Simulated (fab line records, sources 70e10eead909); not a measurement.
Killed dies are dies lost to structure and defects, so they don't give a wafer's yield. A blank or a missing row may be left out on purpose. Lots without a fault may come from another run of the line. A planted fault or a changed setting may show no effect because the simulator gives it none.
fab line records | flow nand_harc
record lots=6 wafers=18 last_day=33
route steps=1302 shown P_BONDPAD@366 A_START@389 A_ZERO_WELL@390 END@1302
lots that met no fault: from a run of the same line without faults
start_h: hours from the record's first day to the start of the lot's first wafer shown | wait_h: hours since the lot's step before | " the same as in the row above | L1.1+2: a row that stands for several wafers | - no value, or no start given | * or withheld: withheld | < > ~ a bound
route shown NAME@n: a module of which the file shows steps, and the number in the route of the first | usual: mean/standard deviation of fault-free wafers | same: alike in all rows | chamber/n: place in a boat | sites: the reading at each site | _std_site: their standard deviation | _edge_site: outer sites' mean less inner sites' | radius_mm: how far each site lies from the wafer's centre | mask NAME#n: copy n | behind: the tool/chamber that last shaped the wafer | hold: why the lot was held/for how many hours/how that ended | device: the transistor (n, p or np) that didn't switch | end of line: the same wafers' tests at the end of the route | a step without rows: its recipe alone | killed: dies lost to structure and defects at the first sort, not the wafer's yield | map: a wafer's dies, x killed, . not, _ none there
set.NAME: the setting as run; set.NAME@STEP: as run at that earlier step | model.NAME: the simulator's own value behind a step, which no gauge read
lots at some steps of the route; a table a step, a row a wafer
services: from which hour (start_h, from the record's first day; less than 0 if before it) a tool's chamber was out of use, for how many hours, and why
## steps
# step NHARC_P_BONDPAD_HARDBAKE_10
# recipe temp_c=118 time_s=65
# step NHARC_P_BONDPAD_DESCUM_11
# recipe time_s=3 o2_flow_sccm=200 ar_flow_sccm=0 bias_power_w=0 chemistry=O2
# step NHARC_P_BONDPAD_ETCH_37
# recipe target_depth_a=600 overetch_a=180 time_s=65.91 ion_energy_ev=200 n2_flow_sccm=150 h2_flow_sccm=150 ar_flow_sccm=0 rf_w=400 bias_w=150 chemistry=N2/H2
# step NHARC_P_BONDPAD_ETCH_12
# recipe target_depth_a=2000 time_s=100 chf3_flow_sccm=50 o2_flow_sccm=10 ar_flow_sccm=200 rf_w=500 bias_w=200 chemistry=CHF3/O2
# step NHARC_P_BONDPAD_CD_MEAS_13
# usual cd_nm=498.6/1.9
# columns lot.wafer tool chamber start_h wait_h cd_nm
L435.2 cd_sem-02 - 159.56 - 496.6
L435.5 " - " " 500.7
L435.6 " - " " 501.1
L437.2 cd_sem-03 - 175.73 - 499.2
L437.3 " - " " 499.7
L437.6 " - " " 500.9
L440.3 cd_sem-01 - 202.30 - 499.3
L440.4 " - " " 496.5
L440.6 " - " " 499.2
L443.4 cd_sem-02 - 234.26 - 499.2
L443.5 " - " " 499.4
L443.6 " - " " 496.3
L445.1 cd_sem-02 - 252.55 - 495.7
L445.3 " - " " 497.8
L445.4 " - " " 496.9
L456.1 cd_sem-03 - 368.76 - 495.6
L456.2 " - " " 497.3
L456.6 " - " " 494.7
# step NHARC_P_BONDPAD_STRIP_15
# recipe o2_flow_sccm=500 ar_flow_sccm=0 bias_w=0 chemistry=O2
# usual chamber_pressure_mTorr=60.01/0.056 drypump_motor_current_A=5.6/0.37 oes_product_au=0.999/0.0078 rf_vpp_V=58.0/0.88 showerhead_plenum_p_Torr=3.58/0.16 throttle_valve_pct=17.036/0.0089
# columns lot.wafer tool chamber start_h wait_h chamber_pressure_mTorr drypump_motor_current_A oes_product_au rf_hours_counter_h rf_vpp_V showerhead_plenum_p_Torr throttle_valve_pct
L435.2 rie_diel-01 1 159.65 0.1 59.88 5.6 0.999 6.3 56.7 3.54 17.026
L435.5 " 0 " " 59.93 5.8 1.005 - 59.3 3.76 17.049
L435.6 " 1 " " 60.02 5.6 0.990 - 58.1 3.54 17.043
L437.2 rie_diel-10 2 175.80 0.1 60.09 6.0 1.008 3.0 57.7 3.58 17.038
L437.3 " 3 " " 60.06 5.4 1.003 3.0 58.5 3.78 17.034
L437.6 " 3 " " 60.00 5.4 0.998 - 58.8 3.78 17.021
L440.3 rie_diel-01 2 202.42 0.1 59.98 5.7 1.005 9.5 58.3 3.50 17.019
L440.4 " 0 " " 59.95 5.8 1.004 - 57.9 3.76 17.027
L440.6 " 2 " " 60.02 5.7 0.997 - 57.6 3.50 17.037
L443.4 rie_diel-10 0 234.32 0.1 59.95 5.1 1.010 4.2 57.8 3.68 17.036
L443.6 " 0 " " 60.06 5.1 1.001 - 56.7 3.68 17.037
L443.5 " 1 " " 59.95 5.8 1.001 - 58.1 3.74 17.037
L445.3 rie_diel-04 3 252.64 0.1 60.00 4.9 0.993 2.6 58.8 3.55 17.028
L445.4 " 0 " " 59.98 5.9 1.008 2.4 57.0 3.32 17.043
L445.1 " 1 " " 60.01 5.2 0.987 2.0 56.3 3.72 17.048
L456.1 rie_diel-10 2 368.84 0.1 60.08 6.1 1.009 3.1 56.5 3.58 17.045
L456.2 " 1 " " 59.97 5.8 1.004 2.7 58.7 3.74 17.024
L456.6 " 3 " " 59.96 5.4 1.003 - 57.9 3.77 17.042
# step NHARC_P_BONDPAD_ETCH_24
# recipe target_depth_a=300 over_etch_frac=0.3 time_s=72.99 ion_energy_ev=150 cf4_flow_sccm=50 n2_flow_sccm=100 ar_flow_sccm=150 rf_w=300 bias_w=100 chemistry=CF4/N2
# usual chamber_pressure_mTorr=29.994/0.026 drypump_motor_current_A=5.6/0.36 oes_product_au=0.999/0.008 rf_vpp_V=314.8/2.2 showerhead_plenum_p_Torr=2.66/0.12 throttle_valve_pct=19.795/0.0092
# columns lot.wafer tool chamber start_h wait_h chamber_pressure_mTorr drypump_motor_current_A oes_product_au rf_hours_counter_h rf_vpp_V showerhead_plenum_p_Torr throttle_valve_pct
L435.2 rie_diel-01 2 - - 30.004 5.7 0.991 6.1 313.2 2.61 19.799
L435.5 " 1 " " 29.982 5.6 0.986 - 314.2 2.63 19.803
L435.6 " 2 " " 29.996 5.7 0.992 - 313.2 2.61 19.783
L437.3 rie_diel-10 1 - - 29.984 5.8 0.988 2.6 318.6 2.78 19.802
L437.2 " 2 " " 29.995 6.0 1.004 3.0 315.4 2.67 19.804
L437.6 " 1 " " 30.005 5.8 0.997 - 315.5 2.78 19.796
L440.3 rie_diel-01 0 202.56 0.1 29.949 5.8 1.001 9.4 317.8 2.80 19.791
L440.4 " 0 " " 30.012 5.8 0.997 - 316.5 2.80 19.793
L440.6 " 2 " " 29.962 5.7 1.004 - 314.2 2.60 19.786
L443.4 rie_diel-10 2 - - 29.992 6.1 1.001 4.6 316.3 2.66 19.796
L443.5 " 1 " " 29.989 5.8 0.998 - 317.6 2.78 19.801
L443.6 " 2 " " 29.987 6.1 1.003 - 316.0 2.66 19.809
L445.1 rie_diel-04 0 - - 29.941 5.9 1.011 2.4 310.1 2.47 19.804
L445.3 " 2 " " 29.982 6.2 1.010 2.3 315.2 2.71 19.812
L445.4 " 3 " " 29.976 4.9 0.990 2.6 314.1 2.64 19.796
L456.1 rie_diel-10 0 - - 29.975 5.2 1.000 3.5 314.6 2.74 19.784
L456.2 " 1 " " 29.963 5.8 0.995 2.7 317.3 2.78 19.795
L456.6 " 0 " " 29.986 5.1 1.001 - 316.2 2.74 19.795
# step NHARC_P_BONDPAD_STRIP_16
# recipe time_s=600 temp_c=30 chemistry=post_etch_residue_remover
# step NHARC_P_BONDPAD_DEGAS_25
# recipe temp_c=300 time_s=60
# step NHARC_P_BONDPAD_PRE_CLEAN_26
# recipe time_s=30 temp_c=280 gas=H2/He
# step NHARC_P_BONDPAD_PVD_17
# recipe target_thk_a=50 bias_v=168.6 power_w=15000 chamber_pressure_pa=0.12 time_s=8.06 substrate_temp_c=50 material=TaN
# step NHARC_P_BONDPAD_PVD_27
# recipe target_thk_a=300 chamber_pressure_pa=5 power_w=5000 substrate_temp_c=30 time_s=20.49 material=Cu
# usual throttle_valve_pct=30.1/0.6
# columns lot.wafer tool chamber start_h wait_h throttle_valve_pct
L435.2 pvd_sputter-02 - - - 30.1
L435.5 " - " " 30.2
L435.6 " - " " 30.3
L437.2 pvd_sputter-01 - - - 31.1
L437.3 " - " " 29.1
L437.6 " - " " 29.2
L440.3 pvd_sputter-02 - - - 29.8
L440.4 " - " " 30.5
L440.6 " - " " 30.3
L443.4 pvd_sputter-02 - - - 30.2
L443.5 " - " " 30.2
L443.6 " - " " 30.5
L445.4 pvd_sputter-03 - - - 28.8
L445.1 " - " " 30.2
L445.3 " - " " 31.0
L456.2 pvd_sputter-01 - - - 30.2
L456.1 " - " " 30.5
L456.6 " - " " 29.4
# step NHARC_P_BONDPAD_ECD_18
# recipe target_thk_a=4000 bath_temp_c=25 material=Cu
# columns lot.wafer tool chamber start_h wait_h
L435.2+5+6 ecd_cu-02 0,0,1 160.60 -
L437.2+3+6 ecd_cu-01 1,0,0 176.86 -
L440.3+4+6 ecd_cu-02 1,0,0 203.43 -
L443.4+5+6 ecd_cu-02 0,1,0 235.38 -
L445.1+4+3 ecd_cu-02 1,1,0 253.54 -
L456.1+2+6 ecd_cu-01 0,1,1 369.75 -
# step NHARC_P_BONDPAD_ANNEAL_28
# recipe temp_c=225 time_s=90
# usual anneal_temp_c_max=226.26/0.24 wafer_temp_C_max=225.9/0.45
# columns lot.wafer tool chamber start_h wait_h anneal_temp_c_max wafer_temp_C_max
L435.2 rtp_anneal-01 0 161.02 - 226.36 226.5
L435.5 " 0 " " 226.44 226.1
L435.6 " 0 " " 226.34 226.1
L437.2 rtp_anneal-01 0 177.42 - 226.25 226.4
L437.3 " 0 " " 226.20 226.8
L437.6 " 0 " " 226.65 226.3
L440.3 rtp_anneal-02 0 203.81 0.3 226.10 225.5
L440.4 " 0 " " 226.62 225.5
L440.6 " 0 " " 226.16 225.4
L443.4 rtp_anneal-01 0 235.76 0.3 226.32 225.8
L443.5 " 0 " " 226.27 225.9
L443.6 " 0 " " 225.89 226.5
L445.1 rtp_anneal-02 0 253.92 0.3 226.59 225.5
L445.3 " 0 " " 226.34 225.3
L445.4 " 0 " " 225.83 225.6
L456.1 rtp_anneal-02 0 370.13 0.3 226.10 225.6
L456.2 " 0 " " 226.05 225.1
L456.6 " 0 " " 226.45 225.4
# step NHARC_P_BONDPAD_CMP_19
# recipe t_overpolish_s=30 cu_recess_touch_s=16 target_thk_nm=160.81
# usual motor_current_A=11.8/1.3 overpolish_run_s=30.000/0.0092
# columns lot.wafer tool chamber start_h wait_h motor_current_A overpolish_run_s
L435.2 cmp-01 2 161.35 - 10.2 30.000
L435.5 " 1 " " 12.0 30.004
L435.6 " 2 " " 10.1 29.987
L437.3 cmp-02 1 177.75 - 13.8 29.988
L437.2 " 3 " " 13.2 30.002
L437.6 " 1 " " 12.7 30.009
L440.4 cmp-02 1 204.08 - 13.4 29.994
L440.3 " 2 " " 11.9 29.996
L440.6 " 1 " " 13.1 29.994
L443.4 cmp-01 1 236.01 - 11.5 29.995
L443.6 " 3 " " 11.1 30.006
L443.5 " 0 " " 12.8 30.015
L445.3 cmp-02 3 254.30 - 12.9 30.005
L445.1 " 0 " " 10.5 30.009
L445.4 " 1 " " 14.1 30.005
L456.2 cmp-01 2 370.54 - 10.0 30.000
L456.1 " 3 " " 11.0 30.002
L456.6 " 1 " " 12.1 30.003
# step NHARC_P_BONDPAD_SRD_21
# recipe time_s=30 temp_c=23 dry_time_s=20 spin_rpm=1500
# step NHARC_P_BONDPAD_INSPECT_23
# usual raw_defect_count=348/110
# columns lot.wafer tool chamber start_h wait_h raw_defect_count
L435.2 defect_inspect-01 - 161.91 0.0 326
L435.5 " - " " 439
L435.6 " - " " 406
L437.2 defect_inspect-02 - 178.24 0.0 755
L437.3 " - " " 508
L437.6 " - " " 617
L440.3 defect_inspect-01 - 204.60 0.0 291
L440.4 " - " " 242
L440.6 " - " " 349
L443.4 defect_inspect-02 - 236.51 0.0 262
L443.5 " - " " 360
L443.6 " - " " 571
L445.1 defect_inspect-02 - 254.82 0.0 345
L445.3 " - " " 412
L445.4 " - " " 381
L456.1 defect_inspect-02 - 371.03 0.0 204
L456.2 " - " " 288
L456.6 " - " " 247
# step NHARC_P_BONDPAD_ACTIVATE_29
# recipe time_s=60 n2_flow_sccm=200 ar_flow_sccm=0 bias_power_w=0 chemistry=N2
# step NHARC_P_BONDPAD_PRECLEAN_30
# recipe time_s=300 temp_c=23 chemistry=DIW
# step NHARC_P_BONDPAD_SRD_31
# recipe time_s=30 temp_c=23 dry_time_s=20 spin_rpm=1500
# step NHARC_A_START_INSPECT_01
# usual raw_defect_count=3.3/1.8
# columns lot.wafer tool chamber start_h wait_h raw_defect_count
L435.2 defect_inspect-01 - 162.38 - 3
L435.5 " - " " 3
L435.6 " - " " 3
L437.2 defect_inspect-02 - 178.72 - 3
L437.3 " - " " 6
L437.6 " - " " 4
L440.3 defect_inspect-01 - 205.07 - 2
L440.4 " - " " 2
L440.6 " - " " 5
L443.5 defect_inspect-01 - 236.98 - 6
L445.1 defect_inspect-01 - 255.30 - 3
L445.4 " - " " 5
L456.1 defect_inspect-02 - 371.49 - 3
L456.2 " - " " 3
L456.6 " - " " 5
# step NHARC_A_ZERO_WELL_PRECLEAN_00
# recipe time_s=600 temp_c=120 chemistry=SPM
# step NHARC_A_ZERO_WELL_SRD_01
# step NHARC_A_ZERO_WELL_DEHYDRATE_02
# recipe temp_c=150 time_s=120
# step NHARC_A_ZERO_WELL_HMDS_03
# recipe time_s=30
# step NHARC_A_ZERO_WELL_COAT_18
# recipe temp_c=200 time_s=65
# step NHARC_A_ZERO_WELL_COAT_04
# recipe spin_rpm=2000 resist_thk_nm=600
# step NHARC_A_ZERO_WELL_SOFTBAKE_05
# recipe temp_c=125 time_s=70
# step NHARC_A_ZERO_WELL_EBR_06
# step NHARC_A_ZERO_WELL_EXPOSE_07
# recipe na=0.55 dose_mj=33.85 mask_id=A_ZERO
# step NHARC_A_ZERO_WELL_PEB_08
# recipe peb_temp_c=128 peb_time_s=80
# step NHARC_A_ZERO_WELL_DEVELOP_09
# recipe time_s=50 dev_temp_c=22
# step NHARC_A_ZERO_WELL_CD_MEAS_10
# recipe target_cd_nm=2000 landing_energy_ev=500
# usual cd_nm=1999.9/1.8
# columns lot.wafer tool chamber start_h wait_h cd_nm
L435.2 cd_sem-02 0 163.22 - 1999.9
L435.5 " 0 " " 1995.3
L435.6 " 0 " " 2000.9
L437.2 cd_sem-03 0 179.56 - 1999.0
L437.3 " 0 " " 2000.5
L437.6 " 0 " " 2001.5
L440.3 cd_sem-02 0 205.92 - 1999.0
L440.4 " 0 " " 2000.4
L440.6 " 0 " " 2001.7
L443.5 cd_sem-02 0 237.82 - 1999.8
L445.1 cd_sem-03 0 256.01 - 2001.8
L445.4 " 0 " " 1998.4
L456.1 cd_sem-01 0 372.33 - 1999.5
L456.2 " 0 " " 2000.4
L456.6 " 0 " " 1999.9
# step NHARC_A_ZERO_WELL_HARDBAKE_11
# recipe temp_c=118 time_s=65
# step NHARC_A_ZERO_WELL_DESCUM_12
# recipe time_s=3 o2_flow_sccm=200 ar_flow_sccm=0 bias_power_w=0 chemistry=O2
# step NHARC_A_ZERO_WELL_ETCH_19
# recipe target_depth_a=800 overetch_a=240 time_s=87.88 ion_energy_ev=200 n2_flow_sccm=150 h2_flow_sccm=150 ar_flow_sccm=0 rf_w=400 bias_w=150 chemistry=N2/H2
# step NHARC_A_ZERO_WELL_ETCH_13
# recipe target_depth_a=1200 time_s=40.1 hbr_flow_sccm=150 cl2_flow_sccm=50 rf_w=400 icp_w=400 bias_w=100 chemistry=HBr/Cl2
# step NHARC_A_ZERO_WELL_STRIP_14
# recipe time_s=900 temp_c=130 chemistry=SPM
# step NHARC_END_SORT_01
# recipe temp_c=25
# usual defect_limited_yield=90.7/2.9 killed_at_array=58/20 killed_at_other=1.0/1.2 killed_at_periphery=4.1/3 killed_dies=63/20 killed_open=3.2/1.7 killed_short=2.5/1.5
# same gross_dies=677
# columns lot.wafer tool chamber start_h wait_h hold defect_limited_yield[%] killed_at_array killed_at_other killed_at_periphery killed_dies killed_open killed_short
L437.2 prober-01 0 600.86 2.8 - 95.3 19 4 9 32 8 3
L437.3 prober-01 0 601.66 3.1 - 92.9 37 7 4 48 5 3
L437.6 prober-01 0 604.06 4.0 - 95.9 23 1 4 28 3 0
L440.3 prober-02 0 623.15 3.1 - 93.8 39 2 1 42 2 1
L440.4 prober-02 0 623.94 3.4 - 89.4 69 1 2 72 7 1
L440.6 prober-02 0 625.52 4.0 - 88.5 76 2 0 78 3 5
L445.1 prober-02 0 658.88 2.5 await_dispo/1.9h/release 92.5 43 2 6 51 3 2
L445.3 prober-02 0 660.50 3.1 await_dispo/1.9h/release 0 39 0 638 677 3 2
L445.4 prober-02 0 661.31 3.4 await_dispo/1.9h/release 94.7 31 0 5 36 2 1
L443.4 prober-01 0 661.24 3.4 await_dispo/1.0h/release 0 50 0 627 677 2 1
L443.5 prober-01 0 662.04 3.7 await_dispo/1.0h/release 90.7 53 2 8 63 5 1
L443.6 prober-01 0 662.85 4.0 await_dispo/1.0h/release 0 70 3 604 677 5 8
# killed by level:class
L437.2 A_CHANNEL_HOLE_D2:chamber_film_flake=9 THIN_TSV:chamber_film_flake=4 A_CONTACT:chamber_film_flake=3 P_CONTACT:geometric_particle:open=2 A_CHANNEL_FILL_D2:geometric_particle:open=2 A_M1:chamber_film_flake=2 P_ZERO_WELL:geometric_particle:short=1 P_STI:geometric_particle:open=1
L437.3 A_CHANNEL_HOLE_D2:chamber_film_flake=17 A_CONTACT:chamber_film_flake=7 THIN_TSV:chamber_film_flake=7 A_CHANNEL_HOLE_D1:chamber_film_flake=5 A_STAIRCASE:chamber_film_flake=2 P_CONTACT:geometric_particle:short=1 P_M0:geometric_particle:open=1 P_M1:geometric_particle:open=1
L437.6 A_CHANNEL_HOLE_D2:chamber_film_flake=9 A_CHANNEL_HOLE_D1:chamber_film_flake=6 A_CONTACT:chamber_film_flake=6 P_STI:chamber_film_flake=2 P_M0:geometric_particle:open=1 A_ONON_D1:geometric_particle:open=1 A_ONON_D2:geometric_particle:open=1 P_GATE:chamber_film_flake=1
L440.3 A_CHANNEL_HOLE_D1:chamber_film_flake=16 A_CHANNEL_HOLE_D2:chamber_film_flake=11 A_CHANNEL_FILL_D1:chamber_film_flake=2 A_SLIT:chamber_film_flake=2 A_CONTACT:chamber_film_flake=2 A_M0:chamber_film_flake=2 THIN_TSV:chamber_film_flake=2 P_GATE:geometric_particle:open=1
L440.4 A_CHANNEL_HOLE_D1:chamber_film_flake=29 A_CHANNEL_HOLE_D2:chamber_film_flake=20 A_M0:chamber_film_flake=5 A_STAIRCASE:chamber_film_flake=3 A_CHANNEL_FILL_D1:geometric_particle:open=2 A_CONTACT:chamber_film_flake=2 P_GATE:geometric_particle:open=1 P_M1:geometric_particle:open=1
L440.6 A_CHANNEL_HOLE_D1:chamber_film_flake=36 A_CHANNEL_HOLE_D2:chamber_film_flake=16 A_CONTACT:chamber_film_flake=4 A_WL_FILL:chamber_film_flake=3 A_M0:chamber_film_flake=3 A_CHANNEL_FILL_D2:geometric_particle:short=2 A_CHANNEL_FILL_D1:chamber_film_flake=2 A_CHANNEL_FILL_D1:geometric_particle:short=1
L445.1 A_CHANNEL_HOLE_D1:chamber_film_flake=25 A_STAIRCASE:chamber_film_flake=4 P_BONDPAD:chamber_film_flake=3 A_SLIT:chamber_film_flake=3 P_GATE:chamber_film_flake=2 A_CHANNEL_FILL_D1:chamber_film_flake=2 A_CHANNEL_HOLE_D2:chamber_film_flake=2 A_ONON_D1:geometric_particle:open=1
L445.3 P_BONDPAD:area_ecd=635 A_CHANNEL_HOLE_D1:chamber_film_flake=26 A_STAIRCASE:chamber_film_flake=4 A_CHANNEL_FILL_D2:geometric_particle:short=2 P_BONDPAD:chamber_film_flake=2 A_SLIT:chamber_film_flake=2 A_WL_FILL:chamber_film_flake=2 A_SOURCE_PLATE:geometric_particle:open=1
L443.4 P_BONDPAD:area_ecd=622 A_SLIT:chamber_film_flake=31 A_CHANNEL_HOLE_D2:chamber_film_flake=5 A_CONTACT:chamber_film_flake=5 P_GATE:chamber_film_flake=4 A_CHANNEL_HOLE_D1:chamber_film_flake=2 A_STAIRCASE:chamber_film_flake=2 A_CHANNEL_FILL_D1:geometric_particle:open=1
L445.4 A_CHANNEL_HOLE_D1:chamber_film_flake=28 P_CONTACT:chamber_film_flake=2 P_GATE:geometric_particle:open=1 P_CONTACT:geometric_particle:open=1 A_DECK1_JOINT:geometric_particle:short=1 P_BONDPAD:chamber_film_flake=1 A_CHANNEL_HOLE_D2:chamber_film_flake=1 A_SLIT:chamber_film_flake=1
L443.5 A_SLIT:chamber_film_flake=25 A_CHANNEL_HOLE_D2:chamber_film_flake=9 P_ZERO_WELL:chamber_film_flake=5 A_CHANNEL_HOLE_D1:chamber_film_flake=5 A_CONTACT:chamber_film_flake=4 P_GATE:geometric_particle:open=2 A_STAIRCASE:chamber_film_flake=2 THIN_TSV:chamber_film_flake=2
L443.6 P_BONDPAD:area_ecd=597 A_SLIT:chamber_film_flake=40 A_CHANNEL_HOLE_D2:chamber_film_flake=7 A_CONTACT:chamber_film_flake=6 P_ZERO_WELL:chamber_film_flake=4 A_CHANNEL_HOLE_D1:chamber_film_flake=3 A_SOURCE_PLATE:geometric_particle:short=2 P_GATE:chamber_film_flake=2
# map L443.4 (x killed, . not)
____________x____________
_________xxxxxxx_________
_______xxxxxxxxxxx_______
______xxxxxxxxxxxxx______
_____xxxxxxxxxxxxxxx_____
____xxxxxxxxxxxxxxxxx____
____xxxxxxxxxxxxxxxxx____
___xxxxxxxxxxxxxxxxxxx___
___xxxxxxxxxxxxxxxxxxx___
__xxxxxxxxxxxxxxxxxxxxx__
__xxxxxxxxxxxxxxxxxxxxx__
_xxxxxxxxxxxxxxxxxxxxxxx_
_xxxxxxxxxxxxxxxxxxxxxxx_
_xxxxxxxxxxxxxxxxxxxxxxx_
_xxxxxxxxxxxxxxxxxxxxxxx_
_xxxxxxxxxxxxxxxxxxxxxxx_
xxxxxxxxxxxxxxxxxxxxxxxxx
xxxxxxxxxxxxxxxxxxxxxxxxx
xxxxxxxxxxxxxxxxxxxxxxxxx
xxxxxxxxxxxxxxxxxxxxxxxxx
xxxxxxxxxxxxxxxxxxxxxxxxx
_xxxxxxxxxxxxxxxxxxxxxxx_
_xxxxxxxxxxxxxxxxxxxxxxx_
_xxxxxxxxxxxxxxxxxxxxxxx_
_xxxxxxxxxxxxxxxxxxxxxxx_
_xxxxxxxxxxxxxxxxxxxxxxx_
__xxxxxxxxxxxxxxxxxxxxx__
__xxxxxxxxxxxxxxxxxxxxx__
___xxxxxxxxxxxxxxxxxxx___
___xxxxxxxxxxxxxxxxxxx___
____xxxxxxxxxxxxxxxxx____
____xxxxxxxxxxxxxxxxx____
_____xxxxxxxxxxxxxxx_____
______xxxxxxxxxxxxx______
_______xxxxxxxxxxx_______
_________xxxxxxx_________
____________x____________
# map L445.3 (x killed, . not)
____________x____________
_________xxxxxxx_________
_______xxxxxxxxxxx_______
______xxxxxxxxxxxxx______
_____xxxxxxxxxxxxxxx_____
____xxxxxxxxxxxxxxxxx____
____xxxxxxxxxxxxxxxxx____
___xxxxxxxxxxxxxxxxxxx___
___xxxxxxxxxxxxxxxxxxx___
__xxxxxxxxxxxxxxxxxxxxx__
__xxxxxxxxxxxxxxxxxxxxx__
_xxxxxxxxxxxxxxxxxxxxxxx_
_xxxxxxxxxxxxxxxxxxxxxxx_
_xxxxxxxxxxxxxxxxxxxxxxx_
_xxxxxxxxxxxxxxxxxxxxxxx_
_xxxxxxxxxxxxxxxxxxxxxxx_
xxxxxxxxxxxxxxxxxxxxxxxxx
xxxxxxxxxxxxxxxxxxxxxxxxx
xxxxxxxxxxxxxxxxxxxxxxxxx
xxxxxxxxxxxxxxxxxxxxxxxxx
xxxxxxxxxxxxxxxxxxxxxxxxx
_xxxxxxxxxxxxxxxxxxxxxxx_
_xxxxxxxxxxxxxxxxxxxxxxx_
_xxxxxxxxxxxxxxxxxxxxxxx_
_xxxxxxxxxxxxxxxxxxxxxxx_
_xxxxxxxxxxxxxxxxxxxxxxx_
__xxxxxxxxxxxxxxxxxxxxx__
__xxxxxxxxxxxxxxxxxxxxx__
___xxxxxxxxxxxxxxxxxxx___
___xxxxxxxxxxxxxxxxxxx___
____xxxxxxxxxxxxxxxxx____
____xxxxxxxxxxxxxxxxx____
_____xxxxxxxxxxxxxxx_____
______xxxxxxxxxxxxx______
_______xxxxxxxxxxx_______
_________xxxxxxx_________
____________x____________
## services
# columns tool chamber start_h hours kind
cmp-01 - 145.69 3.4 repair
cmp-02 - 153.67 2.4 repair
cmp-01 - 172.96 0.9 repair
rie_diel-01 3 183.18 30.8 repair
cmp-01 - 185.50 4.0 pm
rie_diel-10 1 187.72 2.9 repair
rie_diel-01 - 188.68 0.4 repair
rie_diel-10 - 191.08 0.3 repair
rie_diel-01 - 203.97 9.0 pm
cmp-01 - 207.34 1.5 repair
cmp-01 - 209.69 0.8 repair
rie_diel-01 3 226.58 4.4 repair
cmp-02 - 232.51 4.0 pm
pvd_sputter-02 - 235.94 1.2 repair
rie_diel-10 - 242.50 9.0 pm
ecd_cu-02 - 244.00 8.0 pm
cmp-01 - 255.50 0.7 repair
cmp-01 - 258.23 1.7 repair
ecd_cu-02 - 294.22 3.4 repair
rie_diel-10 0 306.95 2.5 repair
rie_diel-01 1 329.55 4.6 repair
rie_diel-01 1 339.34 12.9 repair
rie_diel-10 1 344.21 23.4 repair
rie_diel-10 - 360.90 2.5 repair
## key
first_sign step=NHARC_END_SORT_01 reading=killed_at_periphery direction=up sigmas=99+ usual=4.1 struck=623
effect step=NHARC_END_SORT_01 reading=defect_limited_yield direction=down sigmas=31 usual=90.7 struck=0
more_kills_born_at NHARC_P_BONDPAD_ECD_18@ecd_cu-02=1854
met_at NHARC_P_BONDPAD_ECD_18
struck_wafers L443.4,L443.6,L445.3
later_rows_left_out L443.4,L443.6,L445.3
onset_between 203.43 235.38
fault kind=process_parameter_drift tool=ecd_cu-02 chamber=0 onset_h=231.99 steps=NHARC_P_BONDPAD_ECD_18 channel=target_thk_a offset=* shape=step end_h=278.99 acts_in=* stated=*
# later_rows_left_out: the simulator's readings of these wafers behind a module that went badly wrong aren't trusted and aren't shown, but for the sort
